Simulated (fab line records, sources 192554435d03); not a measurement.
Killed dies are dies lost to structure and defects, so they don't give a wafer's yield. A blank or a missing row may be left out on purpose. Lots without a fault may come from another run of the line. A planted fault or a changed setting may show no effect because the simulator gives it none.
Chamber matching | flow n5_finfet | N5_FIN_SAQP_ETCH_65 on rie_si-04: 4 sister chambers
The step etches SiO2 in CF4, target depth 4 nm, time 4.4 s. 8 wafers are shown with their chamber, then 11 later ones without.

WAFERS WITH THEIR CHAMBER
wafer  | chamber | throttle_valve_pct (%) | drypump_motor_current_A (A)
L077.5 | 1       | 21.8                   | 5.5
L078.2 | 1       | 21.8                   | 5.5
L079.1 | 3       | 22.3                   | 5.8
L079.3 | 0       | 21.8                   | 5.1
L082.1 | 0       | 21.8                   | 5.0
L082.2 | 2       | 21.3                   | 6.4
L082.5 | 3       | 22.2                   | 5.7
L093.1 | 2       | 21.3                   | 6.4

WAFERS WITHOUT THEIR CHAMBER
wafer  | throttle_valve_pct (%) | drypump_motor_current_A (A)
L093.2 | 22.2                   | 5.7
L093.3 | 21.8                   | 5.5
L093.4 | 21.8                   | 5.1
L093.5 | 21.3                   | 6.4
L093.6 | 21.8                   | 5.4
L096.3 | 22.2                   | 5.7
L096.5 | 22.3                   | 5.7
L096.6 | 21.3                   | 6.4
L097.1 | 22.2                   | 5.7
L097.3 | 21.8                   | 5.1
L097.5 | 21.3                   | 6.4

WHICH CHAMBER EACH WENT THROUGH
wafer  | from the rows above | in truth
L093.2 | 3                   | 3
L093.3 | 1                   | 1
L093.4 | 0                   | 0
L093.5 | 2                   | 2
L093.6 | 1                   | 1
L096.3 | 3                   | 3
L096.5 | 3                   | 3
L096.6 | 2                   | 2
L097.1 | 3                   | 3
L097.3 | 0                   | 0
L097.5 | 2                   | 2
Placed correctly: 11 of 11. Can't be placed from these rows: 0. Placed wrongly: 0.
How it was worked out, from the rows above alone: a wafer's distance from a chamber is the root of the sum, over the readings, of the square of ((its reading less the chamber's mean) divided by the reading's scatter). The wafer belongs to the nearest chamber; if the next one is less than 2 further off, it can't be placed. A chamber's mean is the mean of its shown wafers. The scatter: the root of (the sum of the squares of (reading less its chamber's mean) over the shown wafers, divided by (wafers less chambers)).
